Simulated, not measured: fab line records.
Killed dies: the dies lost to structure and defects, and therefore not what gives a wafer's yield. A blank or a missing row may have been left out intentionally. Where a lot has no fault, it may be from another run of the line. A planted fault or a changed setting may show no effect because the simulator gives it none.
Which tool did it? :: flow n5_finfet :: 26 wafers from 9 lots sampled at 7 of the route's 1938 steps

WHAT THE GAUGES SHOWED, per wafer
N5_FIN_SAQP_CD_MEAS_31 targets a cd of 8 nm. Usual: cd_nm reads 8.18 nm (standard deviation 0.24).
lot: L537
measured: day 3 02:39
on: cd_sem-03
cd_nm (nm): 7.90 7.90 7.97
flag: 

lot: L538
measured: day 3 07:46
on: cd_sem-02
cd_nm (nm): 8.19 8.59 8.52
flag: 

lot: L540
measured: day 3 20:56
on: cd_sem-03
cd_nm (nm): - - -
flag: OFF

lot: L541
measured: day 4 02:17
on: cd_sem-03
cd_nm (nm): - - -
flag: OFF

lot: L543
measured: day 4 13:43
on: cd_sem-02
cd_nm (nm): 8.34 7.99
flag: 

lot: L546
measured: day 5 10:00
on: cd_sem-02
cd_nm (nm): 8.12 8.30 7.77
flag: 

lot: L553
measured: day 7 03:23
on: cd_sem-02
cd_nm (nm): 7.80 8.43 7.79
flag: 

lot: L555
measured: day 7 15:16
on: cd_sem-02
cd_nm (nm): 8.30 8.03 8.24
flag: 

lot: L556
measured: day 7 19:34
on: cd_sem-03
cd_nm (nm): 7.84 7.92 7.95
flag: 

N5_BEOL_M4_RC_MEAS_101. Usual: DIBL_N 37.5 mV/V, standard deviation 2; DIBL_P 37.5 mV/V, standard deviation 2.5; IOFF_N 0.18 nA/um, standard deviation 0.042; IOFF_P 0.24 nA/um, standard deviation 0.046; ION_N 677 uA/um, standard deviation 15; ION_P 464 uA/um, standard deviation 9.5; SS_N 72.0 mV/dec, standard deviation 0.76; SS_P 73.6 mV/dec, standard deviation 0.79; VT_N 249 mV, standard deviation 3.5; VT_P -249 mV, standard deviation 3.2.
lot: L537
measured: day 8 14:33
on: prober-02
DIBL_N (mV/V): 36.5 37.0 39.3
DIBL_P (mV/V): 34.2 36.7 37.7
IOFF_N (nA/um): 0.13 0.15 0.18
IOFF_P (nA/um): 0.21 0.26 0.26
ION_N (uA/um): 670 658 680
ION_P (uA/um): 468 464 470
SS_N (mV/dec): 71.2 71.2 72.3
SS_P (mV/dec): 73.3 73.5 73.6
VT_N (mV): 254 250 247
VT_P (mV): -247 -248 -245
flag: 

lot: L538
measured: day 9 03:02
on: prober-01
DIBL_N (mV/V): 34.2 36.0 36.8
DIBL_P (mV/V): 34.4 37.9 38.0
IOFF_N (nA/um): 0.15 0.18 0.20
IOFF_P (nA/um): 0.18 0.24 0.23
ION_N (uA/um): 682 670 687
ION_P (uA/um): 471 457 464
SS_N (mV/dec): 72.3 72.0 72.0
SS_P (mV/dec): 73.2 73.3 74.3
VT_N (mV): 253 247 247
VT_P (mV): -254 -249 -251
flag: 

lot: L543
measured: day 10 09:12
on: prober-01
DIBL_N (mV/V): 33.9 38.4
DIBL_P (mV/V): 33.9 39.7
IOFF_N (nA/um): 0.13 0.24
IOFF_P (nA/um): 0.18 0.28
ION_N (uA/um): 653 680
ION_P (uA/um): 454 467
SS_N (mV/dec): 71.4 72.7
SS_P (mV/dec): 73.0 75.1
VT_N (mV): 253 249
VT_P (mV): -251 -246
flag: 

lot: L546
measured: day 11 07:12
on: prober-02
DIBL_N (mV/V): 39.4 39.2 34.6
DIBL_P (mV/V): 39.6 39.9 34.0
IOFF_N (nA/um): 0.22 0.21 0.14
IOFF_P (nA/um): 0.23 0.25 0.17
ION_N (uA/um): 676 680 663
ION_P (uA/um): 457 460 448
SS_N (mV/dec): 72.2 72.6 71.4
SS_P (mV/dec): 74.0 74.8 72.7
VT_N (mV): 248 247 252
VT_P (mV): -252 -249 -254
flag: 

lot: L553
measured: day 13 02:38
on: prober-01
DIBL_N (mV/V): 34.4 42.0 38.8
DIBL_P (mV/V): 32.8 42.2 37.2
IOFF_N (nA/um): 0.13 0.33 0.20
IOFF_P (nA/um): 0.20 0.38 0.25
ION_N (uA/um): 667 704 686
ION_P (uA/um): 465 485 470
SS_N (mV/dec): 71.4 73.0 72.1
SS_P (mV/dec): 72.4 74.2 74.1
VT_N (mV): 251 238 248
VT_P (mV): -249 -242 -247
flag: 

lot: L555
measured: day 13 17:25
on: prober-01
DIBL_N (mV/V): 39.4 34.4 39.7
DIBL_P (mV/V): 39.4 34.4 40.4
IOFF_N (nA/um): 0.22 0.12 0.23
IOFF_P (nA/um): 0.25 0.18 0.28
ION_N (uA/um): 683 672 697
ION_P (uA/um): 457 465 474
SS_N (mV/dec): 72.8 71.4 72.3
SS_P (mV/dec): 74.8 73.1 74.5
VT_N (mV): 244 251 241
VT_P (mV): -249 -254 -249
flag: 

lot: L556
measured: day 13 19:04
on: prober-02
DIBL_N (mV/V): 37.1 35.2 38.5
DIBL_P (mV/V): 36.8 35.5 38.6
IOFF_N (nA/um): 0.19 0.13 0.20
IOFF_P (nA/um): 0.20 0.18 0.23
ION_N (uA/um): 668 659 673
ION_P (uA/um): 454 452 457
SS_N (mV/dec): 72.8 71.5 72.3
SS_P (mV/dec): 73.0 73.1 74.2
VT_N (mV): 248 251 248
VT_P (mV): -253 -253 -249
flag: 

WHAT TOOL EACH LOT RAN ON (gives the tool, then ch and the chambers of the sampled wafers, and finally the start)
lot: L537
N5_PMOS_HMC_CHANNEL_EPI_HM_OPEN_15: rie_diel-02 ch 1,2, day 2 17:32
N5_PMOS_HMC_CHANNEL_EPI_FIN_RECESS_16: rie_si-01 ch 0,1, day 2 17:56
N5_FIN_SAQP_ALD_61: ald_sin-04 ch 1,2, day 2 20:27
N5_FIN_SAQP_PECVD_48: pecvd-03 ch 0,1,2, day 2 21:12
N5_FIN_SAQP_ETCH_57: rie_diel-06 ch 0,2, day 3 01:05

lot: L538
N5_PMOS_HMC_CHANNEL_EPI_HM_OPEN_15: rie_diel-02 ch 0,1,3, day 2 23:43
N5_PMOS_HMC_CHANNEL_EPI_FIN_RECESS_16: rie_si-01 ch 1,2,3, day 3 00:05
N5_FIN_SAQP_ALD_61: ald_sin-04 ch 1,2,3, day 3 02:34
N5_FIN_SAQP_PECVD_48: pecvd-02 ch 0,1,2, day 3 03:08
N5_FIN_SAQP_ETCH_57: rie_diel-05 ch 0,1,3, day 3 06:13

lot: L540
N5_PMOS_HMC_CHANNEL_EPI_HM_OPEN_15: rie_diel-02 ch 0,3, day 3 12:35
N5_PMOS_HMC_CHANNEL_EPI_FIN_RECESS_16: rie_si-06 ch 1,2,3, day 3 12:59
N5_FIN_SAQP_ALD_61: ald_sin-04 ch 0,1,2, day 3 15:49
N5_FIN_SAQP_PECVD_48: pecvd-03 ch 0,2, day 3 16:23
N5_FIN_SAQP_ETCH_57: rie_diel-05 ch 1,2,3, day 3 19:25

lot: L541
N5_PMOS_HMC_CHANNEL_EPI_HM_OPEN_15: rie_diel-02 ch 1,2,3, day 3 17:10
N5_PMOS_HMC_CHANNEL_EPI_FIN_RECESS_16: rie_si-02 ch 0,3, day 3 17:35
N5_FIN_SAQP_ALD_61: ald_sin-01 ch 1,2, day 3 20:04
N5_FIN_SAQP_PECVD_48: pecvd-03 ch 0,2, day 3 20:44
N5_FIN_SAQP_ETCH_57: rie_diel-04 ch 1,3, day 3 23:51

lot: L543
N5_PMOS_HMC_CHANNEL_EPI_HM_OPEN_15: rie_diel-01 ch 0,1, day 4 05:29
N5_PMOS_HMC_CHANNEL_EPI_FIN_RECESS_16: rie_si-01 ch 0,1, day 4 05:53
N5_FIN_SAQP_ALD_61: ald_sin-01 ch 1,2, day 4 08:24
N5_FIN_SAQP_PECVD_48: pecvd-03 ch 0,1, day 4 08:59
N5_FIN_SAQP_ETCH_57: rie_diel-05 ch 0,2, day 4 11:56

lot: L546
N5_PMOS_HMC_CHANNEL_EPI_HM_OPEN_15: rie_diel-02 ch 0,2,3, day 4 23:20
N5_PMOS_HMC_CHANNEL_EPI_FIN_RECESS_16: rie_si-01 ch 0,1,2, day 4 23:43
N5_FIN_SAQP_ALD_61: ald_sin-04 ch 0,1,2, day 5 04:21
N5_FIN_SAQP_PECVD_48: pecvd-03 ch 0,1,2, day 5 04:56
N5_FIN_SAQP_ETCH_57: rie_diel-06 ch 0,1,3, day 5 08:29

lot: L553
N5_PMOS_HMC_CHANNEL_EPI_HM_OPEN_15: rie_diel-01 ch 2,3, day 6 18:57
N5_PMOS_HMC_CHANNEL_EPI_FIN_RECESS_16: rie_si-06 ch 2,3, day 6 19:20
N5_FIN_SAQP_ALD_61: ald_sin-04 ch 1,2,3, day 6 21:47
N5_FIN_SAQP_PECVD_48: pecvd-03 ch 0,2, day 6 22:22
N5_FIN_SAQP_ETCH_57: rie_diel-04 ch 1,2, day 7 01:45

lot: L555
N5_PMOS_HMC_CHANNEL_EPI_HM_OPEN_15: rie_diel-02 ch 1,3, day 7 05:59
N5_PMOS_HMC_CHANNEL_EPI_FIN_RECESS_16: rie_si-06 ch 0,1, day 7 06:22
N5_FIN_SAQP_ALD_61: ald_sin-03 ch 2,3, day 7 09:36
N5_FIN_SAQP_PECVD_48: pecvd-01 ch 0,2, day 7 10:26
N5_FIN_SAQP_ETCH_57: rie_diel-04 ch 0,1,2, day 7 13:31

lot: L556
N5_PMOS_HMC_CHANNEL_EPI_HM_OPEN_15: rie_diel-03 ch 0,3, day 7 11:33
N5_PMOS_HMC_CHANNEL_EPI_FIN_RECESS_16: rie_si-02 ch 1,2,3, day 7 11:56
N5_FIN_SAQP_ALD_61: ald_sin-04 ch 1,2, day 7 14:37
N5_FIN_SAQP_PECVD_48: pecvd-03 ch 0,2, day 7 15:18
N5_FIN_SAQP_ETCH_57: rie_diel-06 ch 0,1,2, day 7 18:02
- N5_PMOS_HMC_CHANNEL_EPI_HM_OPEN_15: chemistry CHF3/O2, target SiO2, target depth 40.6 nm, time 20.3 s.
- N5_PMOS_HMC_CHANNEL_EPI_FIN_RECESS_16: chemistry HBr/Cl2, target Si, target depth 54 nm, time 18 s.
- N5_FIN_SAQP_ALD_61: deposits SiO2, target thk 4 nm, pulse time 1 s, purge time 2 s.
- N5_FIN_SAQP_PECVD_48: deposits SiNx from SiH4/NH3/N2, target thk 25 nm, time 22.1 s.
- N5_FIN_SAQP_ETCH_57: etches SiNx in CH3F/O2, target depth 32.5 nm, time 46.4 s.

WHAT THE TOOLS THEMSELVES READ (means of the sampled wafers that have a number; where no wafer has one, the mark that the record gives instead)
N5_PMOS_HMC_CHANNEL_EPI_HM_OPEN_15. Usual: drypump_motor_current_A 5.7 A, standard deviation 0.38; oes_product_au 0.76 a.u., standard deviation 0.052; rf_vpp_V 524 V, standard deviation 17; showerhead_plenum_p_Torr 2.40 Torr, standard deviation 0.073; throttle_valve_pct 18.96 %, standard deviation 0.27.
lot: L537
tool: rie_diel-02
drypump_motor_current_A (A): 5.6
oes_product_au (a.u.): 0.70
rf_vpp_V (V): 532
showerhead_plenum_p_Torr (Torr): 2.38
throttle_valve_pct (%): 19.01
flag: 

lot: L538
tool: rie_diel-02
drypump_motor_current_A (A): 5.8
oes_product_au (a.u.): 0.76
rf_vpp_V (V): 521
showerhead_plenum_p_Torr (Torr): 2.42
throttle_valve_pct (%): 18.93
flag: 

lot: L540
tool: rie_diel-02
drypump_motor_current_A (A): 5.9
oes_product_au (a.u.): 0.78
rf_vpp_V (V): 510
showerhead_plenum_p_Torr (Torr): 2.43
throttle_valve_pct (%): 19.05
flag: 

lot: L541
tool: rie_diel-02
drypump_motor_current_A (A): 5.4
oes_product_au (a.u.): 0.75
rf_vpp_V (V): 531
showerhead_plenum_p_Torr (Torr): 2.40
throttle_valve_pct (%): 18.82
flag: 

lot: L543
tool: rie_diel-01
drypump_motor_current_A (A): 5.5
oes_product_au (a.u.): 0.74
rf_vpp_V (V): 524
showerhead_plenum_p_Torr (Torr): 2.42
throttle_valve_pct (%): 18.99
flag: 

lot: L546
tool: rie_diel-02
drypump_motor_current_A (A): 5.6
oes_product_au (a.u.): 0.77
rf_vpp_V (V): 519
showerhead_plenum_p_Torr (Torr): 2.42
throttle_valve_pct (%): 18.94
flag: 

lot: L553
tool: rie_diel-01
drypump_motor_current_A (A): 6.0
oes_product_au (a.u.): 0.76
rf_vpp_V (V): 542
showerhead_plenum_p_Torr (Torr): 2.34
throttle_valve_pct (%): 18.82
flag: 

lot: L555
tool: rie_diel-02
drypump_motor_current_A (A): 5.5
oes_product_au (a.u.): 0.86
rf_vpp_V (V): 530
showerhead_plenum_p_Torr (Torr): 2.41
throttle_valve_pct (%): 18.57
flag: 

lot: L556
tool: rie_diel-03
drypump_motor_current_A (A): 5.7
oes_product_au (a.u.): 0.73
rf_vpp_V (V): 530
showerhead_plenum_p_Torr (Torr): 2.41
throttle_valve_pct (%): 18.86
flag: 

N5_PMOS_HMC_CHANNEL_EPI_FIN_RECESS_16. Usual: drypump_motor_current_A 5.9 A, standard deviation 0.41; mfc_cl2_sccm 80.03 sccm, standard deviation 0.24; oes_product_au 1.013 a.u., standard deviation 0.014; throttle_valve_pct 35.6 %, standard deviation 0.44.
lot: L537
tool: rie_si-01
drypump_motor_current_A (A): 5.7
mfc_cl2_sccm (sccm): 79.86
oes_product_au (a.u.): 1.018
throttle_valve_pct (%): 35.8
flag: 

lot: L538
tool: rie_si-01
drypump_motor_current_A (A): 5.7
mfc_cl2_sccm (sccm): 80.05
oes_product_au (a.u.): 1.020
throttle_valve_pct (%): 35.5
flag: 

lot: L540
tool: rie_si-06
drypump_motor_current_A (A): 5.9
mfc_cl2_sccm (sccm): 79.91
oes_product_au (a.u.): 1.004
throttle_valve_pct (%): 35.8
flag: 

lot: L541
tool: rie_si-02
drypump_motor_current_A (A): 5.8
mfc_cl2_sccm (sccm): 80.26
oes_product_au (a.u.): 0.992
throttle_valve_pct (%): 35.4
flag: 

lot: L543
tool: rie_si-01
drypump_motor_current_A (A): 5.8
mfc_cl2_sccm (sccm): 80.00
oes_product_au (a.u.): 1.028
throttle_valve_pct (%): 35.8
flag: 

lot: L546
tool: rie_si-01
drypump_motor_current_A (A): 5.8
mfc_cl2_sccm (sccm): 80.15
oes_product_au (a.u.): 1.015
throttle_valve_pct (%): 35.5
flag: 

lot: L553
tool: rie_si-06
drypump_motor_current_A (A): 5.5
mfc_cl2_sccm (sccm): 79.90
oes_product_au (a.u.): 0.994
throttle_valve_pct (%): 35.6
flag: 

lot: L555
tool: rie_si-06
drypump_motor_current_A (A): 6.7
mfc_cl2_sccm (sccm): 79.92
oes_product_au (a.u.): 1.017
throttle_valve_pct (%): 36.3
flag: 

lot: L556
tool: rie_si-02
drypump_motor_current_A (A): 6.1
mfc_cl2_sccm (sccm): 80.05
oes_product_au (a.u.): 1.008
throttle_valve_pct (%): 35.4
flag: 

N5_FIN_SAQP_ALD_61. Usual: heater_power_w 470 W, standard deviation 64; precursor_pulse_height_rel 1.002, standard deviation 0.02.
lot: L537
tool: ald_sin-04
heater_power_w (W): 512
precursor_pulse_height_rel: 1.004
flag: 

lot: L538
tool: ald_sin-04
heater_power_w (W): 463
precursor_pulse_height_rel: 0.988
flag: 

lot: L540
tool: ald_sin-04
heater_power_w (W): 494
precursor_pulse_height_rel: 1.002
flag: 

lot: L541
tool: ald_sin-01
heater_power_w (W): 547
precursor_pulse_height_rel: 0.987
flag: 

lot: L543
tool: ald_sin-01
heater_power_w (W): 553
precursor_pulse_height_rel: 0.979
flag: 

lot: L546
tool: ald_sin-04
heater_power_w (W): 495
precursor_pulse_height_rel: 0.985
flag: 

lot: L553
tool: ald_sin-04
heater_power_w (W): 460
precursor_pulse_height_rel: 1.002
flag: 

lot: L555
tool: ald_sin-03
heater_power_w (W): 444
precursor_pulse_height_rel: 1.004
flag: 

lot: L556
tool: ald_sin-04
heater_power_w (W): 496
precursor_pulse_height_rel: 1.007
flag: 

N5_FIN_SAQP_PECVD_48. Usual: chamber_pressure_Torr 1.500 Torr, standard deviation 0.0032; heater_power_outer_w 461 W, standard deviation 56; heater_power_w 759 W, standard deviation 70; showerhead_plenum_p_Torr 5.13 Torr, standard deviation 0.062; throttle_valve_pct 39.5 %, standard deviation 1.6.
lot: L537
tool: pecvd-03
chamber_pressure_Torr (Torr): 1.504
heater_power_outer_w (W): 493
heater_power_w (W): 793
showerhead_plenum_p_Torr (Torr): 5.09
throttle_valve_pct (%): 38.7
flag: 

lot: L538
tool: pecvd-02
chamber_pressure_Torr (Torr): 1.498
heater_power_outer_w (W): 442
heater_power_w (W): 775
showerhead_plenum_p_Torr (Torr): 5.17
throttle_valve_pct (%): 40.6
flag: 

lot: L540
tool: pecvd-03
chamber_pressure_Torr (Torr): -
heater_power_outer_w (W): -
heater_power_w (W): -
showerhead_plenum_p_Torr (Torr): -
throttle_valve_pct (%): -
flag: OFF

lot: L541
tool: pecvd-03
chamber_pressure_Torr (Torr): -
heater_power_outer_w (W): -
heater_power_w (W): -
showerhead_plenum_p_Torr (Torr): -
throttle_valve_pct (%): -
flag: OFF

lot: L543
tool: pecvd-03
chamber_pressure_Torr (Torr): 1.498
heater_power_outer_w (W): 471
heater_power_w (W): 746
showerhead_plenum_p_Torr (Torr): 5.08
throttle_valve_pct (%): 39.1
flag: 

lot: L546
tool: pecvd-03
chamber_pressure_Torr (Torr): 1.499
heater_power_outer_w (W): 497
heater_power_w (W): 808
showerhead_plenum_p_Torr (Torr): 5.08
throttle_valve_pct (%): 38.9
flag: 

lot: L553
tool: pecvd-03
chamber_pressure_Torr (Torr): 1.497
heater_power_outer_w (W): 525
heater_power_w (W): 839
showerhead_plenum_p_Torr (Torr): 5.07
throttle_valve_pct (%): 39.2
flag: 

lot: L555
tool: pecvd-01
chamber_pressure_Torr (Torr): 1.500
heater_power_outer_w (W): 469
heater_power_w (W): 762
showerhead_plenum_p_Torr (Torr): 5.19
throttle_valve_pct (%): 39.3
flag: 

lot: L556
tool: pecvd-03
chamber_pressure_Torr (Torr): 1.502
heater_power_outer_w (W): 516
heater_power_w (W): 851
showerhead_plenum_p_Torr (Torr): 5.11
throttle_valve_pct (%): 39.1
flag: 

N5_FIN_SAQP_ETCH_57. Usual: drypump_motor_current_A 5.6 A, standard deviation 0.48; etch_rf_on_time_s 46.6 s, standard deviation 1.4; oes_product_au 0.64 a.u., standard deviation 0.054; rf_vpp_V 298 V, standard deviation 13; showerhead_plenum_p_Torr 2.03 Torr, standard deviation 0.064; throttle_valve_pct 16.41 %, standard deviation 0.23.
lot: L537
tool: rie_diel-06
drypump_motor_current_A (A): 5.8
etch_rf_on_time_s (s): 46.3
oes_product_au (a.u.): 0.69
rf_vpp_V (V): 312
showerhead_plenum_p_Torr (Torr): 2.05
throttle_valve_pct (%): 16.02
flag: 

lot: L538
tool: rie_diel-05
drypump_motor_current_A (A): 5.6
etch_rf_on_time_s (s): 46.0
oes_product_au (a.u.): 0.63
rf_vpp_V (V): 296
showerhead_plenum_p_Torr (Torr): 2.01
throttle_valve_pct (%): 16.35
flag: 

lot: L540
tool: rie_diel-05
drypump_motor_current_A (A): 5.7
etch_rf_on_time_s (s): 6.0
oes_product_au (a.u.): 0.29
rf_vpp_V (V): 286
showerhead_plenum_p_Torr (Torr): 2.02
throttle_valve_pct (%): 16.36
flag: OFF

lot: L541
tool: rie_diel-04
drypump_motor_current_A (A): 5.3
etch_rf_on_time_s (s): 6.0
oes_product_au (a.u.): 0.27
rf_vpp_V (V): 293
showerhead_plenum_p_Torr (Torr): 2.02
throttle_valve_pct (%): 16.57
flag: OFF

lot: L543
tool: rie_diel-05
drypump_motor_current_A (A): 6.2
etch_rf_on_time_s (s): 45.9
oes_product_au (a.u.): 0.70
rf_vpp_V (V): 292
showerhead_plenum_p_Torr (Torr): 2.10
throttle_valve_pct (%): 16.20
flag: 

lot: L546
tool: rie_diel-06
drypump_motor_current_A (A): 5.9
etch_rf_on_time_s (s): 46.2
oes_product_au (a.u.): 0.65
rf_vpp_V (V): 313
showerhead_plenum_p_Torr (Torr): 2.01
throttle_valve_pct (%): 16.36
flag: 

lot: L553
tool: rie_diel-04
drypump_motor_current_A (A): 4.9
etch_rf_on_time_s (s): 47.4
oes_product_au (a.u.): 0.59
rf_vpp_V (V): 300
showerhead_plenum_p_Torr (Torr): 2.05
throttle_valve_pct (%): 16.69
flag: 

lot: L555
tool: rie_diel-04
drypump_motor_current_A (A): 5.3
etch_rf_on_time_s (s): 46.0
oes_product_au (a.u.): 0.67
rf_vpp_V (V): 294
showerhead_plenum_p_Torr (Torr): 2.03
throttle_valve_pct (%): 16.49
flag: 

lot: L556
tool: rie_diel-06
drypump_motor_current_A (A): 6.0
etch_rf_on_time_s (s): 47.5
oes_product_au (a.u.): 0.63
rf_vpp_V (V): 308
showerhead_plenum_p_Torr (Torr): 2.03
throttle_valve_pct (%): 16.18
flag: 

THE ANSWER, worked out from the rows above alone
Rule: a lot counts as off when the mean over its wafers that have a number is more than 3 standard deviations away from the usual mean. A lot without any number at a reading at which 4 lots or more have one is off too. Where the step has rows for the other lots, those lots are counted as sound. The gauges are gone through in route order, then the tools' own readings, and for those a lot's mean is taken as printed above. The first step at which some lot is off is used, and at that step the reading that is off furthest; a lot without a number counts as furthest.
Off, at N5_FIN_SAQP_CD_MEAS_31 on cd_nm: L540, L541. Without a number there: L540, L541.
A tool fits if, at a process step before that reading, it ran every lot that is off, and no sound lot after the first of them. The gauges at N5_FIN_SAQP_CD_MEAS_31 aren't tried: what is off there is off at N5_FIN_SAQP_PECVD_48 too, on other tools, and a gauge's error can't cause that. Not one of the candidates tried fits.

WHAT HAD BEEN PUT IN BY THE SIMULATOR
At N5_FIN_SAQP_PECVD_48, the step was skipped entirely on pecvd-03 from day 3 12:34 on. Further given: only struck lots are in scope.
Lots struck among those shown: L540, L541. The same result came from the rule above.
